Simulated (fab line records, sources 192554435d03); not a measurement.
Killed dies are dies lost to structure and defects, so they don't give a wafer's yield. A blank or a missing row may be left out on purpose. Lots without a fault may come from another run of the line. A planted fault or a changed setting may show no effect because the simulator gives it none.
A struck lot beside a sound one | flow n5_finfet | 35 steps out of a route of 1938
Sound: wafers L694.2, L694.3, L694.6. Struck: wafer L682.3. (L682.4, L682.6 of the same lot were not struck and are left out.) The cause comes at the end.
At each step with rows: each side's tool, then ch and its chambers, then its first start. Under that, the readings that differ: sound wafers | struck wafers | difference of the means | sigmas: that difference in standard deviations of wafers without a fault.
alike: readings whose means differ by less than 2 such deviations, and words and numbers that are the same on both sides. not compared: withheld readings, readings that some wafer has no value for, bounds like >300 that may hide the same value, and numbers for which the record gives no deviation and whose values overlap.
The two part at a step that has a row with sigmas, a row that says differs or no value, or rows on one side only. Numbers that don't overlap but have no deviation are shown without sigmas and don't part them. A reading that every wafer of one side lacks parts them only if that side has two wafers or more.

first, 11 steps without rows for these wafers: N5_MOL_CONTACT_COAG_STRIP_69 (strips in N2/H2); N5_MOL_CONTACT_COAG_ETCHBACK_136 (etches SiO2 in CHF3, target depth 25 nm, time 16.7 s); N5_MOL_CONTACT_COAG_STRIP_120 (strips in CHF3); N5_MOL_CONTACT_COAG_VIA_ETCH_117 (etches SiO2 in C4F6/O2, target depth 40 nm, overetch 8 nm, time 26 s); N5_MOL_CONTACT_COAG_ETCH_124 (etches SiNx in CH3F/O2, stops on SiOC, target depth 6.5 nm); N5_MOL_CONTACT_COAG_ETCH_48 (etches SiOC in C4F6/O2, target depth 15 nm, overetch 4.5 nm, time 17 s); N5_MOL_CONTACT_COAG_STRIP_72 (strips in N2/H2); N5_MOL_CONTACT_COAG_STRIP_49 (strips in N2/H2, time 30 s); N5_MOL_CONTACT_COAG_PRECLEAN_138 (cleans in alkaline clean, time 60 s); N5_MOL_CONTACT_COAG_SRD_139 (time 30 s); N5_MOL_CONTACT_COAG_PRE_CLEAN_121.
N5_MOL_CONTACT_COAG_CVD_140: deposits W, target thk 66.5 nm, time 215 s.
  sound on cvd_w-02 ch 0, day 10 18:33; struck on cvd_w-02 ch 0, day 7 18:02
  alike: heater_power_w
then, 22 steps without rows for these wafers: N5_MOL_CONTACT_COAG_PRECLEAN_127 (cleans in DIW, time 57.5 s); N5_MOL_CONTACT_COAG_SRD_128 (dry time 32 s); N5_MOL_CONTACT_COAG_CMP_52 (polishes, stops on SiO2, t overpolish 1.5 s, target thk 66.5 nm); N5_MOL_CONTACT_COAG_ANNEAL_112 (time 1800 s); N5_BEOL_M0_SAQP_PECVD_00 (deposits SiCN from 3MS/NH3, target thk 8 nm, time 14 s); N5_BEOL_M0_SAQP_ILD_DEP_01 (deposits SiOC from DEMS/O2, target thk 45.419 nm, time 8.7 s); N5_BEOL_M0_SAQP_HM_DEP_02 (deposits TiN, target thk 12 nm); N5_BEOL_M0_SAQP_PECVD_03 (deposits SiCN from 3MS/NH3, target thk 12 nm, time 21.1 s); N5_BEOL_M0_SAQP_PECVD_96 (deposits a-Si from SiH4/He, target thk 45 nm, time 45.2 s); N5_BEOL_M0_SAQP_PECVD_97 (deposits SiNx from SiH4/NH3/N2, target thk 23 nm, time 19.9 s); N5_BEOL_M0_SAQP_PECVD_04 (deposits a-Si from SiH4/He, target thk 60 nm, time 60.2 s); N5_BEOL_M0_SAQP_HM_DEP_111 (deposits SiO2 from SiH4/N2O, target thk 12 nm, time 7.2 s); N5_BEOL_M0_SAQP_COAT_81 (time 60 s, resist thk 100 nm); N5_BEOL_M0_SAQP_COAT_82 (time 60 s, resist thk 30 nm); N5_BEOL_M0_SAQP_COAT_08 (resist thk 90 nm); N5_BEOL_M0_SAQP_EBR_10; N5_BEOL_M0_SAQP_SOFTBAKE_09 (time 60 s); N5_BEOL_M0_SAQP_EXPOSE_11 (exposes mask M0 CORE, target cd 42 nm); N5_BEOL_M0_SAQP_PEB_12 (peb time 60 s); N5_BEOL_M0_SAQP_DEVELOP_13 (develop time 30 s); N5_BEOL_M0_SAQP_DESCUM_19 (chemistry O2, time 7.9 s); N5_BEOL_M0_SAQP_ETCH_83 (etches SiARC in CF4, target depth 39 nm, time 65 s).
-- the record jumps here: 7 days lie between the struck wafers' starts before and after (it left off in module BEOL_M0_SAQP and takes up again in module PASSIVATION, whose first step shown is number 1936 of the route) --
N5_PASSIVATION_PROBE_49:
  the record has rows for the struck wafers here (prober-01, day 15 02:26) and none for the sound ones

WHERE THEY PART
Only at N5_PASSIVATION_PROBE_49, within this record.

WHY: what the simulator had put in
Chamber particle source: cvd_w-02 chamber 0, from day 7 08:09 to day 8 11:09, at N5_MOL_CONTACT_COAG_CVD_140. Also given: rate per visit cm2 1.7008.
